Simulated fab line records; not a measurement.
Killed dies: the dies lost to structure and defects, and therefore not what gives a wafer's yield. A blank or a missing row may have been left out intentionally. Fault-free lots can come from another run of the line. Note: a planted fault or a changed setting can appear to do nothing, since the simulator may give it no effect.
Split-lot experiment + flow n5-finfet + on a route of 1938 steps: 7 lots, 21 wafers read

== THE SPLIT ==
At N5_DUMMY_GATE_COAT_34 (time 60 s, resist thk 60 nm), the setting spin-rpm was moved away from the recipe's 1500 rpm on 9 of the 21 wafers read, by -11.0% to +4.3%. All remaining wafers had this setting at the recipe value.

== FROM THE SPLIT TO THE READING: what the file shows between them, 8 steps ==
- N5_DUMMY_GATE_COAT_35: time 60 s, resist thk 10 nm
- N5_DUMMY_GATE_COAT_28: time 60 s, resist thk 10 nm
- N5_DUMMY_GATE_ETCH_29: etches underlayer in N2/H2, target depth 13 nm
- N5_DUMMY_GATE_ETCH_36: etches SiARC in CF4, target depth 13 nm
- N5_DUMMY_GATE_ETCH_37: etches SOC in N2/H2, target depth 60 nm, overetch 30 nm
- N5_DUMMY_GATE_STRIP_38: strips in N2/H2
- N5_DUMMY_GATE_STRIP_39: strips in N2/H2
- N5_DUMMY_GATE_STRIP_40: strips in CF4

== THE READING ==
SOC_of_DUMMY_GATE_COAT_34.thk-nm (the simulator's own value, which no gauge read), in nm, at N5_DUMMY_GATE_ETCH_31 (etches SiO2 in C4F6/O2, target depth 82.5 nm, time 27.5 s). The file gives no usual value for it. Here, 12 wafers ran the recipe; their average is 51.9 nm with a standard deviation of 0.21 nm.

| wafer  | tool, chamber at the split | spin-rpm as run, rpm | against the recipe | SOC_of_DUMMY_GATE_COAT_34.thk-nm, nm | against lot-mates on the recipe |
|--------|----------------------------|----------------------|--------------------|--------------------------------------|---------------------------------|
| L076.1 | litho-track-04, 0          | 1500                 | recipe             | 52.2                                 | -                               |
| L076.4 | litho-track-04, 0          | 1500                 | recipe             | 52                                   | -                               |
| L076.6 | litho-track-04, 0          | 1500                 | recipe             | 51.8                                 | -                               |
| L079.2 | litho-track-04, 0          | 1500                 | recipe             | 51.6                                 | -                               |
| L079.3 | litho-track-04, 0          | 1500                 | recipe             | 51.6                                 | -                               |
| L079.6 | litho-track-04, 0          | 1500                 | recipe             | 51.6                                 | -                               |
| L081.3 | litho-track-01, 0          | 1335                 | -11.0%             | 55.4                                 | +3.4                            |
| L081.4 | litho-track-01, 0          | 1500                 | recipe             | 52                                   | -                               |
| L081.5 | litho-track-01, 0          | 1335                 | -11.0%             | 55.2                                 | +3.2                            |
| L083.1 | litho-track-04, 0          | 1500                 | recipe             | 51.8                                 | -                               |
| L083.3 | litho-track-04, 0          | 1550                 | +3.3%              | 50.6                                 | -1.2                            |
| L083.6 | litho-track-04, 0          | 1550                 | +3.3%              | 50.6                                 | -1.2                            |
| L086.1 | litho-track-01, 0          | 1564                 | +4.3%              | 50.4                                 | no lot-mate on the recipe       |
| L086.2 | litho-track-01, 0          | 1564                 | +4.3%              | 50.6                                 | no lot-mate on the recipe       |
| L086.3 | litho-track-01, 0          | 1564                 | +4.3%              | 50.6                                 | no lot-mate on the recipe       |
| L088.4 | litho-track-01, 0          | 1500                 | recipe             | 52.2                                 | -                               |
| L088.5 | litho-track-01, 0          | 1500                 | recipe             | 51.8                                 | -                               |
| L088.6 | litho-track-01, 0          | 1500                 | recipe             | 52                                   | -                               |
| L089.1 | litho-track-05, 0          | 1406                 | -6.3%              | 53.6                                 | +1.8                            |
| L089.2 | litho-track-05, 0          | 1500                 | recipe             | 51.8                                 | -                               |
| L089.6 | litho-track-05, 0          | 1406                 | -6.3%              | 53.8                                 | +2.0                            |

FIT RESULTS
A straight line over all 21 wafers: SOC_of_DUMMY_GATE_COAT_34.thk-nm changes by -0.313 nm for each +1% of spin-rpm; r = -0.99; the points scatter about the line by 0.19 nm.
The same after taking each lot's own level away (the mean of its wafers on the recipe; 18 wafers): -0.307 nm for each +1%; r = -1.00; scatter 0.13 nm.
According to that fit, moving spin-rpm by its largest amount changes the reading by 3.4 nm.
Measured against the standard deviation above, the lots' own levels, which go from 51.60 to 52.00 nm, span 1.9 times it.
The two slopes agree, so the slope changes little with the lot-to-lot level.
Check: for one of the wafers moved furthest among these (-11.0%), held out of the fit, the line's prediction against its lot-mates is +3.32 nm. It came out at +3.4 nm against them.

== FURTHER SPLITS ON THESE WAFERS ==
Before the reading, these wafers also passed through other splits. Each is held against what the fit with the lots' levels taken away leaves over:
| other split on the same wafers         | wafers away from the commonest value | r with SOC_of_DUMMY_GATE_COAT_34.thk-nm (lot level and that fit taken away) |
|----------------------------------------|--------------------------------------|-----------------------------------------------------------------------------|
| N5_PMOS_HMC_CHANNEL_EPI_ETCH_32 bias-w | 4                                    | -0.31                                                                       |
| N5_FIN_SAQP_HM_DEP_03 time-s           | 3                                    | -0.06                                                                       |
| N5_FIN_SAQP_PECVD_47 time-s            | 3                                    | +0.03                                                                       |
| N5_DUMMY_GATE_HM_DEP_06 time-s         | 12                                   | -0.14                                                                       |

== THE WHOLE CHAIN: every reading that the file lists as answering this split, in the file's order ==
| step                  | what it does                                              | reading                                                                           | change (the file's fit)               | r (the file's) |
|-----------------------|-----------------------------------------------------------|-----------------------------------------------------------------------------------|---------------------------------------|----------------|
| N5_DUMMY_GATE_COAT_34 | time 60 s, resist thk 60 nm                               | SOC_of_DUMMY_GATE_COAT_34.thk-nm (the simulator's own value, which no gauge read) | -0.319 nm for each +1% of the setting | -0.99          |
| N5_DUMMY_GATE_ETCH_37 | etches SOC in N2/H2, target depth 60 nm, overetch 30 nm   | etch.depth-nm (the simulator's own value, which no gauge read)                    | -0.314 nm for each +1% of the setting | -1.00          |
| N5_DUMMY_GATE_ETCH_31 | etches SiO2 in C4F6/O2, target depth 82.5 nm, time 27.5 s | SOC_of_DUMMY_GATE_COAT_34.thk-nm (the simulator's own value, which no gauge read) | -0.305 nm for each +1% of the setting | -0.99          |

== FILE'S OWN FIT ==
SOC_of_DUMMY_GATE_COAT_34.thk-nm changes by -0.305 nm for each +1% of spin-rpm, r = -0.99.
